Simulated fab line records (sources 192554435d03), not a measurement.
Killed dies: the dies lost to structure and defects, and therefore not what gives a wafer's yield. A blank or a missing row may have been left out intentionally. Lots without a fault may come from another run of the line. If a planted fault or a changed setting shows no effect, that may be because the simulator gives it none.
Chamber matching :: flow n5 finfet :: N5_GATE_CUT_STRIP_42 on rie diel-03: 3 sister chambers
The step strips in O2. 3 wafers are shown with their chamber, then 6 later ones without.

WAFERS, EACH WITH ITS CHAMBER
wafer: L092.1
chamber: 0
drypump motor current A (A): 5.55

wafer: L092.3
chamber: 3
drypump motor current A (A): 5.69

wafer: L095.2
chamber: 1
drypump motor current A (A): 5.21

WAFERS WITH NO CHAMBER GIVEN
wafer: L095.5
drypump motor current A (A): 5.67

wafer: L095.6
drypump motor current A (A): 5.57

wafer: L096.2
drypump motor current A (A): 5.70

wafer: L096.3
drypump motor current A (A): 5.24

wafer: L097.2
drypump motor current A (A): 5.59

wafer: L097.6
drypump motor current A (A): 5.56

CHAMBER TAKEN BY EACH
wafer: L095.5
from the rows above: 3
in truth: 3

wafer: L095.6
from the rows above: 0
in truth: 0

wafer: L096.2
from the rows above: 3
in truth: 3

wafer: L096.3
from the rows above: 1
in truth: 1

wafer: L097.2
from the rows above: 0
in truth: 0

wafer: L097.6
from the rows above: 0
in truth: 0
Correct placement for 6 of the 6. From these rows, 0 cannot be placed. Placed wrongly: 0.
How it was worked out, from the rows above alone: a wafer's distance from a chamber is the root of the sum, over the readings, of the square of ((its reading less the chamber's mean) divided by the reading's scatter). If the next closest chamber is less than 2 further off than the closest, the wafer can't be placed; otherwise it belongs to the closest. Each chamber's mean is taken over the wafers shown for it. The scatter (one wafer shown for each chamber): square how far every hidden wafer sits from the nearest shown wafer, average those squares and take the square root.
